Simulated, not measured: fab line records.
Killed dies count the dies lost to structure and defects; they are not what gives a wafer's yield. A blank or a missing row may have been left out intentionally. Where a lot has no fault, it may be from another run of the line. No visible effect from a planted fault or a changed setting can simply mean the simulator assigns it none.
The same fault as seen by 2 desks + flow nandHarc + only its own numbers are on each desk; what lay behind them is given at the end

## FOR THE TOOL OWNER'S DESK: cmp-01
The tool's own readings at NHARC_P_M0_CMP_23 (polishes, t overpolish 20 s, target thk 117.53 nm): means of the sampled wafers that have a number, for each lot that ran on this tool. A lot is out of limits, marked OUT, if its mean lies more than 4 standard deviations from the usual mean; the brackets give that distance.
Columns: A = motorCurrentA at NHARC_P_M0_CMP_23, usual 12.5 A; B = timeToEndpointS at NHARC_P_M0_CMP_23, usual 29 s
| lot  | first seen here | A    | B  |
|------|-----------------|------|----|
| L402 | day 5 15:57     | 12.7 | 32 |
| L411 | day 7 22:54     | 12.4 | 24 |
| L413 | day 9 04:43     | 12.1 | 23 |
This desk's finding: nothing out of limits on any of the 3 lots.

## THE METROLOGY DESK
What the gauges read, lot by lot, whatever tool the lot ran on: means of the sampled wafers that have a number. A lot is out of limits, marked OUT, if its mean lies more than 4 standard deviations from the usual mean; the brackets give that distance.
Columns: A = cdNm at NHARC_P_M0_CD_MEAS_16, usual 90.2 nm; B = thkNm at NHARC_P_M0_THK_MEAS_24, usual 117.7 nm
| lot  | first seen here | A    | B     |
|------|-----------------|------|-------|
| L402 | day 5 14:13     | 88.9 | 118.7 |
| L403 | day 6 13:48     | 90.5 | 117.3 |
| L411 | day 7 21:08     | 90.4 | 114.7 |
| L416 | day 9 02:19     | 90.1 | 116.0 |
| L413 | day 9 02:58     | 90.2 | 115.7 |
| L418 | day 9 21:38     | 89.2 | 117.9 |
This desk's finding: nothing out of limits on any of the 6 lots.

## ALL TOGETHER
Nothing out of limits was seen by the tool owner's desk.
At the metrology desk, nothing out of limits was observed.

## WHAT WAS PUT IN BY THE SIMULATOR
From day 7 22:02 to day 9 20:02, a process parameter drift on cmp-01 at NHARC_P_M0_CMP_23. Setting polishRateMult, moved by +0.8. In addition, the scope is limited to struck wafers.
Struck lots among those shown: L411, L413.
